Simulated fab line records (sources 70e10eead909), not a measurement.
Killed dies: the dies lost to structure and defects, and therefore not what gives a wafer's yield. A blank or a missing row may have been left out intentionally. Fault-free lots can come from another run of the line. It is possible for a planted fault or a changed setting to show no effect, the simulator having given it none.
A struck lot beside a sound one | flow nandHarc | 15 steps out of a route of 1159
Sound: the wafers L110.1, L110.4, L110.5. Struck: wafers L119.1, L119.4, L119.5. The cause comes at the end.
Each step with rows lists, per side, the tool, then ch with its chambers, then its first start. Under that, the readings that differ: sound wafers | struck wafers | difference of the means | sigmas: that difference in standard deviations of wafers without a fault.
alike: readings whose means differ by less than 2 such deviations, and words and numbers that are the same on both sides. not compared: withheld readings, readings that some wafer has no value for, bounds like >300 that may hide the same value, and numbers for which the record gives no deviation and whose values overlap.
Wherever a step has rows on one side only, a row that says differs or no value, or a row with sigmas, the two part there. Numbers that don't overlap but have no deviation are shown without sigmas and don't part them. A reading that every wafer of one side lacks parts them only if that side has two wafers or more.

first, 1 step without rows for these wafers: NHARC_A_CHANNEL_HOLE_D1_ETCH_19 (etches the open film in C4F8/O2/Ar, time 34.5 s).
NHARC_A_CHANNEL_HOLE_D1_ETCH_20: etches the open film in C4F8/O2/Ar, time 361.9 s, target depth 1600 nm.
  sound on harEtch-01 ch 0,1, day 11 16:50; struck on harEtch-02 ch 0,1, day 13 11:48
  alike: drypumpMotorCurrentA, runLengthS, showerheadPlenumPTorr, throttleValvePct
  not compared: rfHoursCounterH
then, 1 step without rows for these wafers: NHARC_A_CHANNEL_HOLE_D1_ETCH_21 (etches the open film in C4F8/O2/Ar, time 514.3 s, target depth 1600 nm).
NHARC_A_CHANNEL_HOLE_D1_ETCH_22: etches the open film in C4F8/O2/Ar, time 666.7 s, target depth 1600 nm.
  sound on harEtch-01 ch 0,1, day 11 17:35; struck on harEtch-02 ch 0,1, day 13 12:36
  alike: drypumpMotorCurrentA, runLengthS, showerheadPlenumPTorr, throttleValvePct
  not compared: rfHoursCounterH
NHARC_A_CHANNEL_HOLE_D1_ETCH_23: etches the open film in C4F8/O2/Ar, time 819 s, target depth 1600 nm.
  sound on harEtch-01 ch 0,1, day 11 18:09; struck on harEtch-02 ch 0,1, day 13 13:11
  alike: drypumpMotorCurrentA, runLengthS, showerheadPlenumPTorr, throttleValvePct
  not compared: rfHoursCounterH
NHARC_A_CHANNEL_HOLE_D1_ETCH_24: etches the open film in C4F8/O2/Ar, time 906.2 s, target depth 1500 nm.
  sound on harEtch-01 ch 0,1, day 11 18:51; struck on harEtch-02 ch 0,1, day 13 13:54
  alike: drypumpMotorCurrentA, runLengthS, showerheadPlenumPTorr, throttleValvePct
  not compared: rfHoursCounterH
then, 2 steps without rows for these wafers: NHARC_A_CHANNEL_HOLE_D1_ETCH_25 (etches the open film in C4F8/O2/Ar, time 1040.2 s, target depth 1500 nm); NHARC_A_CHANNEL_HOLE_D1_ETCH_26 (etches the open film in C4F8/O2/Ar, time 224.1 s, target depth 300 nm).
NHARC_A_CHANNEL_HOLE_D1_ETCH_33: etches the open film in C4F8/O2/Ar, time 90 s, target depth 400 nm.
  sound on harEtch-01 ch 0,1, day 11 20:41; struck on harEtch-02 ch 0,1, day 13 15:40
  alike: drypumpMotorCurrentA, runLengthS, showerheadPlenumPTorr, throttleValvePct
  not compared: rfHoursCounterH
then, 3 steps without rows for these wafers: NHARC_A_CHANNEL_HOLE_D1_STRIP_41 (strips in N2/H2); NHARC_A_CHANNEL_HOLE_D1_STRIP_42 (strips in CF4/CHF3); NHARC_A_CHANNEL_HOLE_D1_STRIP_43 (strips in O2/COS).
NHARC_A_CHANNEL_HOLE_D1_ETCH_44: etches the open film in CF4/O2, target depth 140 nm, overetch 14 nm, time 77 s.
  sound on rieDiel-04 ch 0,1,3, day 11 21:26; struck on rieDiel-04 ch 0,2,3, day 13 16:23
reading             | sound             | struck            | difference | sigmas
oesProductAu (a.u.) | 0.989 1.010 1.008 | 0.990 0.983 0.975 | -0.020     | -2
runLengthS (s)      | 98.8 98.3 97.4    | 86.8 86.0 87.0    | -11.6      | -26
  alike: drypumpMotorCurrentA, rfVppV, showerheadPlenumPTorr, throttleValvePct
  not compared: rfHoursCounterH
then, 1 step without rows for these wafers: NHARC_A_CHANNEL_HOLE_D1_STRIP_27 (strips in O2).
-- the record jumps here: 11 days lie between the struck wafers' starts before and after (it left off in module A_CHANNEL_HOLE_D1 and takes up again in module END, whose first step shown is number 1159 of the route) --
NHARC_END_SORT_01:
  the record has rows for the struck wafers here (prober-01 ch 0, day 25 00:51) and none for the sound ones

WHERE THEY PART
At NHARC_A_CHANNEL_HOLE_D1_ETCH_44 first; at NHARC_END_SORT_01 last (within this record only).

WHY: what had been put in by the simulator
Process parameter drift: rieDiel-04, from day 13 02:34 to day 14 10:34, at NHARC_A_CHANNEL_HOLE_D1_ETCH_44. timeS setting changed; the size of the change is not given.
